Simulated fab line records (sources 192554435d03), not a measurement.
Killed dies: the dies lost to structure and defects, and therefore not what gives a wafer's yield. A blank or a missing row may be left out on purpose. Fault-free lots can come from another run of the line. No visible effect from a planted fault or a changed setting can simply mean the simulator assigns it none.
Lot-split experiment | flow n5Finfet | route with 1938 steps; 7 lots, 21 wafers read

== ON THE SPLIT ==
At N5_MOL_CONTACT_COAG_ETCH_67 (etches SOC in N2/H2, target depth 60 nm, overetch 21 nm, time 101.2 s), the setting sourceW was moved away from the recipe's 840 W on 9 of the 21 wafers read, by -13.8% to +13.6%. All remaining wafers had this setting at the recipe value.

The reading is taken at the split's own step.

== THE READING ==
rfVppV, in V, at N5_MOL_CONTACT_COAG_ETCH_67 (etches SOC in N2/H2, target depth 60 nm, overetch 21 nm, time 101.2 s). A value of 524.1 V with a standard deviation of 2.3 V is what fault-free wafers of this fab line usually give.

wafer  | tool, chamber at the split | sourceW as run, W | against the recipe | rfVppV, V | against lot-mates on the recipe
L075.2 | rieDiel-02, 2              | 723.9             | -13.8%             | 550.2     | +21.6
L075.3 | rieDiel-02, 3              | 840               | recipe             | 528.9     | -
L075.5 | rieDiel-02, 3              | 840               | recipe             | 528.3     | -
L076.2 | rieDiel-02, 0              | 840               | recipe             | 518.0     | -
L076.3 | rieDiel-02, 1              | 746               | -11.2%             | 543.5     | +24.0
L076.6 | rieDiel-02, 0              | 840               | recipe             | 521.1     | -
L080.2 | rieDiel-06, 3              | 840               | recipe             | 522.3     | -
L080.3 | rieDiel-06, 1              | 927.9             | +10.5%             | 508.5     | -13.8
L080.5 | rieDiel-06, 2              | 927.9             | +10.5%             | 504.2     | -18.1
L082.3 | rieDiel-06, 2              | 840               | recipe             | 520.0     | -
L082.4 | rieDiel-06, 0              | 840               | recipe             | 523.8     | -
L082.6 | rieDiel-06, 2              | 840               | recipe             | 523.5     | -
L085.2 | rieDiel-02, 1              | 840               | recipe             | 521.7     | -
L085.3 | rieDiel-02, 3              | 884.8             | +5.3%              | 519.2     | -4.6
L085.4 | rieDiel-02, 2              | 840               | recipe             | 525.9     | -
L086.1 | rieDiel-06, 0              | 927.4             | +10.4%             | 506.3     | no lot-mate on the recipe
L086.4 | rieDiel-06, 2              | 927.4             | +10.4%             | 504.1     | no lot-mate on the recipe
L086.5 | rieDiel-06, 3              | 927.4             | +10.4%             | 505.9     | no lot-mate on the recipe
L096.1 | rieDiel-04, 2              | 840               | recipe             | 525.5     | -
L096.4 | rieDiel-04, 0              | 840               | recipe             | 525.2     | -
L096.6 | rieDiel-04, 3              | 954.5             | +13.6%             | 501.7     | -23.7

FIT RESULTS
A straight line over all 21 wafers: rfVppV changes by -1.74 V for each +1% of sourceW; r = -0.97; the points scatter about the line by 2.9 V.
The same after taking each lot's own level away (the mean of its wafers on the recipe; 18 wafers): -1.68 V for each +1%; r = -0.98; scatter 2.2 V.
Per that fit: largest sourceW move, reading shift of 23 V.
The span of the lots' own levels, 519.55 to 528.60 V, comes to 3.9 times the standard deviation stated above.
Consequently the slope shifts little with the lot-to-lot level, the two slopes agreeing.
Check: for one of the wafers moved furthest among these (-13.8%), held out of the fit, the line's prediction against its lot-mates is +24.9 V. Against them it came out at +21.6 V.
Tool readings at the split's step, against how far the setting was moved: rfVppV r = -0.97.

== OTHER SPLITS ON THESE WAFERS ==
These wafers also went through other splits before the reading. Each is held against what the fit with the lots' levels taken away leaves over:
other split on the same wafers              | wafers away from the commonest value | r with rfVppV (lot level and that fit taken away)
N5_SDB_COAT_05 spinRpm                      | 7                                    | +0.10
N5_HKMG_FIN_COAT_42 spinRpm                 | 7                                    | +0.14
N5_HKMG_FIN_ETCH_35 sourceW                 | 8                                    | -0.47
N5_HKMG_FIN_ETCH_86 targetDepthA            | 11                                   | +0.03
N5_MOL_CONTACT_COAG_ETCH_105 biasW          | 8                                    | +0.22
N5_MOL_CONTACT_COAG_CONTACT_ETCH_14 sourceW | 7                                    | -0.05
N5_MOL_CONTACT_COAG_EXPOSE_81 doseMj        | 8                                    | -0.01

== THE FILE'S OWN FIT ==
rfVppV changes by -1.69 V for each +1% of sourceW, r = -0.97.
